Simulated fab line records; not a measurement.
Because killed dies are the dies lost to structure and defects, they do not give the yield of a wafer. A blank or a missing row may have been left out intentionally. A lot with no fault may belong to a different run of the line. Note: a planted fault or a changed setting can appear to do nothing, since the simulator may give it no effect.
The tool behind it: which one?	flow n5-finfet	Sampling: 24 lots, 72 wafers, 6 of 1938 route steps

WHAT EACH GAUGE READ, for each wafer
N5_DUMMY_GATE_INSPECT_17: inspects for defects (brightfield).
lot	measured	on	raw-defect-count
L074	day 2 23:03	defect-inspect-01	273 256 207
L075	day 3 06:47	defect-inspect-02	162 130 166
L076	day 3 12:26	defect-inspect-01	134 90 128
L077	day 3 16:54	defect-inspect-02	194 168 128
L078	day 3 22:40	defect-inspect-01	171 158 247
L079	day 4 06:28	defect-inspect-01	141 265 201
L080	day 4 10:00	defect-inspect-01	322 155 168
L081	day 4 16:20	defect-inspect-02	190 131 117
L082	day 4 21:09	defect-inspect-02	201 191 252
L083	day 5 03:51	defect-inspect-02	143 175 149
L084	day 5 12:02	defect-inspect-01	171 188 188
L085	day 5 20:41	defect-inspect-02	204 277 315
L086	day 6 05:05	defect-inspect-02	148 181 181
L087	day 6 06:26	defect-inspect-02	218 159 144
L088	day 6 13:02	defect-inspect-01	147 219 229
L089	day 6 15:20	defect-inspect-02	197 147 183
L090	day 6 21:14	defect-inspect-02	228 224 210
L091	day 7 03:26	defect-inspect-01	148 157 180
L092	day 7 13:31	defect-inspect-01	154 90 120
L093	day 7 16:32	defect-inspect-02	270 194 261
L094	day 7 23:04	defect-inspect-01	214 148 197
L095	day 8 06:26	defect-inspect-01	170 302 200
L096	day 8 11:07	defect-inspect-02	184 167 272
L097	day 8 18:10	defect-inspect-01	211 211 137

N5_SD_EPI_N_INSPECT_26: inspects for defects (darkfield).
lot	measured	on	raw-defect-count
L074	day 3 06:05	defect-inspect-01	223 225 211
L075	day 3 14:05	defect-inspect-01	176 187 171
L076	day 3 19:44	defect-inspect-02	141 134 168
L077	day 3 23:53	defect-inspect-02	174 169 179
L078	day 4 06:33	defect-inspect-02	181 193 268
L079	day 4 13:34	defect-inspect-02	164 232 256
L080	day 4 18:08	defect-inspect-01	227 189 162
L081	day 4 22:48	defect-inspect-01	209 168 161
L082	day 5 04:26	defect-inspect-02	162 220 212
L083	day 5 10:55	defect-inspect-02	150 171 130
L084	day 5 19:02	defect-inspect-01	188 214 202
L085	day 6 03:16	defect-inspect-01	196 253 266
L086	day 6 13:47	defect-inspect-02	158 189 148
L087	day 6 14:47	defect-inspect-02	210 200 191
L088	day 6 19:50	defect-inspect-02	156 171 205
L089	day 6 21:41	defect-inspect-02	258 223 214
L090	day 7 03:52	defect-inspect-01	183 233 192
L091	day 7 09:45	defect-inspect-02	214 200 224
L092	day 7 20:47	defect-inspect-02	176 131 181
L093	day 7 22:52	defect-inspect-01	282 219 241
L094	day 8 05:53	defect-inspect-02	189 188 217
L095	day 8 13:23	defect-inspect-02	191 229 188
L096	day 8 18:57	defect-inspect-01	237 223 291
L097	day 9 01:47	defect-inspect-01	215 278 225

TOOL THAT RAN EACH LOT (tool first, then ch and the chambers of the sampled wafers, then the start)
lot	N5_DUMMY_GATE_STRIP_41	N5_SPACER0_ALD_07	N5_SPACER0_ALD_08	N5_SD_EPI_N_ETCH_34
L074	rie-diel-04 ch 0,2,3, day 2 23:40	ald-sin-01 ch 0,2, day 3 00:50	ald-sin-01 ch 0,2, day 3 01:14	rie-diel-01 ch 0,2, day 3 02:09
L075	rie-diel-06 ch 1,2, day 3 07:29	ald-sin-02 ch 0,2,3, day 3 08:28	ald-sin-02 ch 0,2,3, day 3 08:53	rie-diel-02 ch 2,3, day 3 09:26
L076	rie-diel-06 ch 2,3, day 3 12:59	ald-sin-02 ch 0,1,2, day 3 13:54	ald-sin-02 ch 0,1,2, day 3 14:19	rie-diel-05 ch 0,1, day 3 14:59
L077	rie-diel-04 ch 0,2, day 3 17:25	ald-sin-01 ch 2,3, day 3 18:08	ald-sin-01 ch 2,3, day 3 18:32	rie-diel-01 ch 0,2, day 3 19:13
L078	rie-diel-03 ch 0,2,3, day 3 23:10	ald-sin-01 ch 1,2,3, day 3 23:53	ald-sin-01 ch 1,2,3, day 4 00:18	rie-diel-05 ch 2,3, day 4 00:51
L079	rie-diel-04 ch 0,1,2, day 4 06:58	ald-sin-01 ch 0,2,3, day 4 07:49	ald-sin-01 ch 0,2,3, day 4 08:14	rie-diel-01 ch 0,1,2, day 4 08:55
L080	rie-diel-03 ch 0,2,3, day 4 10:30	ald-sin-01 ch 0,1,3, day 4 11:35	ald-sin-01 ch 0,1,3, day 4 12:00	rie-diel-05 ch 0,2,3, day 4 12:58
L081	rie-diel-03 ch 2,3, day 4 16:50	ald-sin-02 ch 1,3, day 4 17:34	ald-sin-02 ch 1,3, day 4 17:58	rie-diel-01 ch 0,3, day 4 18:53
L082	rie-diel-04 ch 0,2,3, day 4 21:40	ald-sin-02 ch 0,1,3, day 4 22:23	ald-sin-02 ch 0,1,3, day 4 22:47	rie-diel-05 ch 0,1,3, day 4 23:29
L083	rie-diel-06 ch 1,2,3, day 5 04:21	ald-sin-01 ch 1,2,3, day 5 05:51	ald-sin-01 ch 1,2,3, day 5 06:16	rie-diel-05 ch 0,2,3, day 5 06:55
L084	rie-diel-06 ch 0,2,3, day 5 12:33	ald-sin-04 ch 0,1,3, day 5 13:17	ald-sin-04 ch 0,1,3, day 5 13:41	rie-diel-05 ch 0,1,2, day 5 14:23
L085	rie-diel-04 ch 0,1,3, day 5 21:19	ald-sin-01 ch 0,3, day 5 22:12	ald-sin-01 ch 0,3, day 5 22:37	rie-diel-02 ch 0,1,3, day 5 23:17
L086	rie-diel-04 ch 0,1,2, day 6 05:35	ald-sin-01 ch 1,2,3, day 6 06:27	ald-sin-01 ch 1,2,3, day 6 06:52	rie-diel-05 ch 2,3, day 6 09:43
L087	rie-diel-06 ch 0,1,3, day 6 07:19	ald-sin-04 ch 0,2, day 6 08:52	ald-sin-04 ch 0,2, day 6 09:17	rie-diel-02 ch 0,2,3, day 6 09:58
L088	rie-diel-04 ch 1,2,3, day 6 13:51	ald-sin-02 ch 0,1,2, day 6 14:34	ald-sin-02 ch 0,1,2, day 6 14:59	rie-diel-05 ch 0,1, day 6 15:41
L089	rie-diel-04 ch 0,1,3, day 6 15:55	ald-sin-04 ch 1,2,3, day 6 16:44	ald-sin-04 ch 1,2,3, day 6 17:09	rie-diel-02 ch 1,2,3, day 6 17:43
L090	rie-diel-06 ch 0,1,2, day 6 21:54	ald-sin-02 ch 0,1,3, day 6 22:38	ald-sin-02 ch 0,1,3, day 6 23:03	rie-diel-01 ch 0,1,3, day 6 23:36
L091	rie-diel-06 ch 1,2,3, day 7 03:56	ald-sin-04 ch 2,3, day 7 04:44	ald-sin-04 ch 2,3, day 7 05:09	rie-diel-02 ch 1,2,3, day 7 05:50
L092	rie-diel-06 ch 0,2,3, day 7 14:01	ald-sin-01 ch 2,3, day 7 14:44	ald-sin-01 ch 2,3, day 7 15:09	rie-diel-01 ch 0,1,2, day 7 15:50
L093	rie-diel-06 ch 0,3, day 7 17:02	ald-sin-04 ch 0,1,2, day 7 17:45	ald-sin-04 ch 0,1,2, day 7 18:10	rie-diel-05 ch 2,3, day 7 18:58
L094	rie-diel-06 ch 0,2,3, day 7 23:35	ald-sin-04 ch 0,2,3, day 8 00:32	ald-sin-04 ch 0,2,3, day 8 00:57	rie-diel-05 ch 0,1,2, day 8 01:59
L095	rie-diel-06 ch 2,3, day 8 07:05	ald-sin-01 ch 0,2,3, day 8 07:49	ald-sin-01 ch 0,2,3, day 8 08:13	rie-diel-02 ch 0,1,2, day 8 08:54
L096	rie-diel-06 ch 0,2, day 8 11:37	ald-sin-01 ch 0,1,3, day 8 13:21	ald-sin-01 ch 0,1,3, day 8 13:46	rie-diel-05 ch 2,3, day 8 14:19
L097	rie-diel-04 ch 0,3, day 8 18:44	ald-sin-01 ch 0,1,2, day 8 19:57	ald-sin-01 ch 0,1,2, day 8 20:22	rie-diel-01 ch 1,2,3, day 8 21:07
- N5_DUMMY_GATE_STRIP_41: strips in O2.
- N5_SPACER0_ALD_07: deposits SiNx, target thk 2 nm.
- N5_SPACER0_ALD_08: deposits SiNx, target thk 2 nm.
- N5_SD_EPI_N_ETCH_34: etches SiARC in CF4, target depth 45.5 nm, time 75.8 s.

WHAT THE TOOLS THEMSELVES READ (means of the sampled wafers that have a number; where no wafer has one, the mark that the record gives instead)
N5_DUMMY_GATE_STRIP_41.
lot	tool	chamber-pressure-mTorr (mTorr)	drypump-motor-current-A (A)	oes-product-au (a.u.)	rf-vpp-V (V)	showerhead-plenum-p-Torr (Torr)	temp-c (C)	throttle-valve-pct (%)
L074	rie-diel-04	30.005	5.7	0.81	4.0	2.11	39.96	16.62
L075	rie-diel-06	30.024	5.2	0.72	3.9	2.09	39.97	16.90
L076	rie-diel-06	30.002	6.2	0.71	3.5	2.02	39.88	16.78
L077	rie-diel-04	29.991	5.9	0.79	3.8	2.09	39.98	16.47
L078	rie-diel-03	29.986	6.4	0.75	4.1	2.08	39.97	16.62
L079	rie-diel-04	29.978	5.9	0.86	3.5	2.07	39.94	16.57
L080	rie-diel-03	30.003	6.4	0.74	3.7	2.08	40.01	16.63
L081	rie-diel-03	29.986	6.4	0.72	3.4	2.11	40.00	16.73
L082	rie-diel-04	29.998	5.7	0.78	3.5	2.11	39.96	16.65
L083	rie-diel-06	29.999	5.9	0.70	3.5	2.04	40.07	16.88
L084	rie-diel-06	29.986	5.9	0.74	3.8	2.06	39.86	16.80
L085	rie-diel-04	30.003	6.1	0.79	3.8	2.11	39.99	16.80
L086	rie-diel-04	29.998	6.0	0.82	3.5	2.06	40.02	16.58
L087	rie-diel-06	30.000	6.3	0.72	3.8	2.06	39.98	16.84
L088	rie-diel-04	29.975	5.7	0.85	3.6	2.08	40.02	16.77
L089	rie-diel-04	30.003	6.2	0.79	3.9	2.11	39.86	16.82
L090	rie-diel-06	30.027	5.6	0.73	4.2	2.09	40.00	16.89
L091	rie-diel-06	30.003	5.9	0.70	4.0	2.04	39.94	16.91
L092	rie-diel-06	30.004	5.9	0.73	3.9	2.05	39.95	16.82
L093	rie-diel-06	30.006	6.3	0.76	3.9	2.06	39.99	16.77
L094	rie-diel-06	29.991	5.9	0.72	3.4	2.05	40.01	16.83
L095	rie-diel-06	30.008	6.2	0.69	4.0	2.00	39.89	16.86
L096	rie-diel-06	30.004	5.7	0.76	3.7	2.10	39.92	16.82
L097	rie-diel-04	30.002	6.1	0.71	3.8	2.13	40.00	16.76

N5_SPACER0_ALD_07.
lot	tool	heater-power-outer-w (W)	heater-power-w (W)	susceptor-temp-C (C)
L074	ald-sin-01	437	743	399.80
L075	ald-sin-02	466	774	400.06
L076	ald-sin-02	464	758	400.11
L077	ald-sin-01	434	736	400.25
L078	ald-sin-01	481	788	400.22
L079	ald-sin-01	445	755	400.15
L080	ald-sin-01	479	806	400.07
L081	ald-sin-02	478	771	399.81
L082	ald-sin-02	494	770	399.96
L083	ald-sin-01	474	790	400.05
L084	ald-sin-04	577	885	400.06
L085	ald-sin-01	459	781	399.97
L086	ald-sin-01	481	783	400.01
L087	ald-sin-04	603	881	399.94
L088	ald-sin-02	471	747	400.01
L089	ald-sin-04	535	884	400.04
L090	ald-sin-02	496	764	399.85
L091	ald-sin-04	537	892	399.92
L092	ald-sin-01	439	743	400.09
L093	ald-sin-04	566	871	399.87
L094	ald-sin-04	583	907	400.00
L095	ald-sin-01	452	760	399.95
L096	ald-sin-01	488	811	400.03
L097	ald-sin-01	477	776	399.92

N5_SPACER0_ALD_08.
lot	tool	heater-power-outer-w (W)	heater-power-w (W)	susceptor-temp-C (C)
L074	ald-sin-01	438	745	399.94
L075	ald-sin-02	468	765	400.11
L076	ald-sin-02	463	752	400.17
L077	ald-sin-01	430	731	399.82
L078	ald-sin-01	479	792	400.08
L079	ald-sin-01	446	766	400.24
L080	ald-sin-01	473	811	400.15
L081	ald-sin-02	476	758	399.84
L082	ald-sin-02	491	775	399.90
L083	ald-sin-01	465	777	399.86
L084	ald-sin-04	578	900	399.96
L085	ald-sin-01	454	795	400.00
L086	ald-sin-01	478	798	400.10
L087	ald-sin-04	612	881	399.87
L088	ald-sin-02	471	741	399.83
L089	ald-sin-04	543	900	399.87
L090	ald-sin-02	497	786	399.99
L091	ald-sin-04	547	905	399.90
L092	ald-sin-01	440	732	400.15
L093	ald-sin-04	565	867	400.20
L094	ald-sin-04	575	897	400.07
L095	ald-sin-01	448	752	400.01
L096	ald-sin-01	480	814	399.98
L097	ald-sin-01	479	780	400.13

N5_SD_EPI_N_ETCH_34.
lot	tool	chamber-pressure-mTorr (mTorr)	drypump-motor-current-A (A)	etch-rf-on-time-s (s)	oes-product-au (a.u.)	rf-vpp-V (V)	showerhead-plenum-p-Torr (Torr)	throttle-valve-pct (%)
L074	rie-diel-01	40.02	6.0	74.5	0.61	182.1	2.07	15.84
L075	rie-diel-02	40.03	5.4	75.0	0.69	184.3	2.14	15.71
L076	rie-diel-05	39.99	6.1	75.6	0.63	184.6	2.21	15.64
L077	rie-diel-01	39.99	6.1	76.9	0.59	182.7	2.10	15.97
L078	rie-diel-05	40.01	5.7	76.3	0.73	185.6	2.20	15.39
L079	rie-diel-01	40.01	6.0	75.4	0.61	183.6	2.14	15.82
L080	rie-diel-05	40.02	5.9	75.7	0.67	184.9	2.18	15.54
L081	rie-diel-01	39.99	5.8	76.8	0.63	184.1	2.14	15.85
L082	rie-diel-05	40.04	6.0	76.4	0.66	184.9	2.23	15.52
L083	rie-diel-05	39.99	5.9	76.6	0.67	184.3	2.17	15.56
L084	rie-diel-05	39.99	5.9	76.4	0.64	184.4	2.16	15.63
L085	rie-diel-02	39.99	5.6	74.2	0.62	182.2	2.07	15.82
L086	rie-diel-05	40.01	5.7	75.2	0.70	185.3	2.19	15.44
L087	rie-diel-02	39.99	5.5	76.5	0.66	184.3	2.09	15.68
L088	rie-diel-05	39.99	6.0	76.2	0.62	185.2	2.21	15.63
L089	rie-diel-02	40.00	5.5	75.5	0.64	182.7	2.09	15.80
L090	rie-diel-01	39.99	5.7	75.0	0.73	183.8	2.17	15.58
L091	rie-diel-02	40.05	5.5	74.7	0.64	183.8	2.09	15.80
L092	rie-diel-01	39.99	6.0	74.5	0.68	183.8	2.13	15.71
L093	rie-diel-05	40.00	5.7	75.4	0.68	184.0	2.11	15.55
L094	rie-diel-05	40.01	5.9	76.4	0.62	184.1	2.15	15.67
L095	rie-diel-02	40.03	5.6	76.1	0.71	184.4	2.13	15.56
L096	rie-diel-05	40.02	5.7	75.6	0.68	182.8	2.11	15.56
L097	rie-diel-01	39.99	5.6	74.0	0.64	183.7	2.14	15.63

THE ANSWER, worked out from the rows above alone
Rule: what is usual is taken from the lots themselves. The widest of any qualifying gaps counts: lots, ordered by their means at a reading, are off when they make up no more than a third of the lots, leave a main group of 4 or more, and stand apart from it by 3 or more times the standard deviation of that group's means. A main group whose means are all the same, to the digits that the tables above print for the reading, isn't used. A lot without any number at a reading at which 4 lots or more have one is off too. The other lots that the step has rows for count as sound. After the gauges, taken in route order, come the tools' own readings; for these a lot's mean is taken, as printed above. At the first step where some lot is off, the reading lying furthest off is the one used; lots without a number count as furthest.
Nothing can be told from this: no lot is off at any reading shown.

WHAT THE SIMULATOR HAD INSERTED
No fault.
